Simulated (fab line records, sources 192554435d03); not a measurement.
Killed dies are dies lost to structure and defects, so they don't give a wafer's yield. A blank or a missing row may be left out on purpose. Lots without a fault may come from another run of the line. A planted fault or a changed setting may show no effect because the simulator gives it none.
Split-lot experiment | flow n5_finfet | 7 lots, 21 wafers read, on a route of 1938 steps

THE SPLIT
At N5_FIN_SAQP_COAT_68 (time 60 s, resist thk 100 nm), the setting spin_rpm was moved away from the recipe's 1500 rpm on 7 of the 21 wafers read, by -9.4% to +9.8%. The other wafers ran this setting at the recipe's value.

The reading is taken at the split's own step.

THE READING
SOC_of_FIN_SAQP_COAT_68.thk_nm (the simulator's own value, which no gauge read), in nm, at N5_FIN_SAQP_COAT_68 (time 60 s, resist thk 100 nm). The file gives no usual value for it. The 14 wafers here that ran the recipe average 100.1 nm, standard deviation 0.27 nm.

wafer  | tool, chamber at the split | spin_rpm as run, rpm | against the recipe | SOC_of_FIN_SAQP_COAT_68.thk_nm, nm | against lot-mates on the recipe
L079.1 | litho_track-04, 0          | 1500                 | recipe             | 100.2                              | -
L079.2 | litho_track-04, 0          | 1500                 | recipe             | 100.2                              | -
L079.5 | litho_track-04, 0          | 1500                 | recipe             | 100                                | -
L081.1 | litho_track-03, 0          | 1500                 | recipe             | 100.2                              | -
L081.4 | litho_track-03, 0          | 1500                 | recipe             | 100                                | -
L081.5 | litho_track-03, 0          | 1500                 | recipe             | 100.4                              | -
L082.2 | litho_track-05, 0          | 1627                 | +8.5%              | 96                                 | -3.8
L082.4 | litho_track-05, 0          | 1627                 | +8.5%              | 95.6                               | -4.2
L082.5 | litho_track-05, 0          | 1500                 | recipe             | 99.8                               | -
L086.1 | litho_track-04, 0          | 1500                 | recipe             | 100.4                              | -
L086.5 | litho_track-04, 0          | 1359                 | -9.4%              | 105                                | +4.6
L086.6 | litho_track-04, 0          | 1359                 | -9.4%              | 105.4                              | +5.0
L087.1 | litho_track-03, 0          | 1567                 | +4.5%              | 97.8                               | -1.8
L087.2 | litho_track-03, 0          | 1567                 | +4.5%              | 97.6                               | -2.0
L087.5 | litho_track-03, 0          | 1500                 | recipe             | 99.6                               | -
L090.1 | litho_track-05, 0          | 1500                 | recipe             | 99.6                               | -
L090.5 | litho_track-05, 0          | 1647                 | +9.8%              | 95.2                               | -4.5
L090.6 | litho_track-05, 0          | 1500                 | recipe             | 99.8                               | -
L096.2 | litho_track-05, 0          | 1500                 | recipe             | 100                                | -
L096.5 | litho_track-05, 0          | 1500                 | recipe             | 100.4                              | -
L096.6 | litho_track-05, 0          | 1500                 | recipe             | 100.2                              | -

THE FIT
A straight line over all 21 wafers: SOC_of_FIN_SAQP_COAT_68.thk_nm changes by -0.522 nm for each +1% of spin_rpm; r = -0.99; the points scatter about the line by 0.27 nm.
The same after taking each lot's own level away (the mean of its wafers on the recipe; 21 wafers): -0.483 nm for each +1%; r = -1.00; scatter 0.18 nm.
On that fit, the largest move of spin_rpm shifts the reading by 4.7 nm.
The lots' own levels span 99.60 to 100.40 nm, that is 3.0 times the standard deviation above.
So the lot-to-lot level changes the slope little: the two slopes agree.
Check: with one of the wafers moved furthest among these (+9.8%) left out of the fit, the line predicts -4.71 nm for it against its lot-mates. It came out at -4.5 nm against them.

OTHER SPLITS ON THESE WAFERS
These wafers also went through other splits before the reading. Each is held against what the fit with the lots' levels taken away leaves over:
other split on the same wafers            | wafers away from the commonest value | r with SOC_of_FIN_SAQP_COAT_68.thk_nm (lot level and that fit taken away)
N5_ZERO_LAYER_COAT_05 spin_rpm            | 6                                    | +0.38
N5_ZERO_LAYER_DEVELOP_10 develop_time_s   | 6                                    | +0.05
N5_PMOS_HMC_CHANNEL_EPI_PEB_07 peb_time_s | 4                                    | +0.01
N5_PMOS_HMC_CHANNEL_EPI_ETCH_38 bias_w    | 2                                    | +0.16
N5_FIN_SAQP_SPACER1_ALD_24 temp_c         | 8                                    | +0.12

THE FILE'S OWN FIT
SOC_of_FIN_SAQP_COAT_68.thk_nm changes by -0.477 nm for each +1% of spin_rpm, r = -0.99.
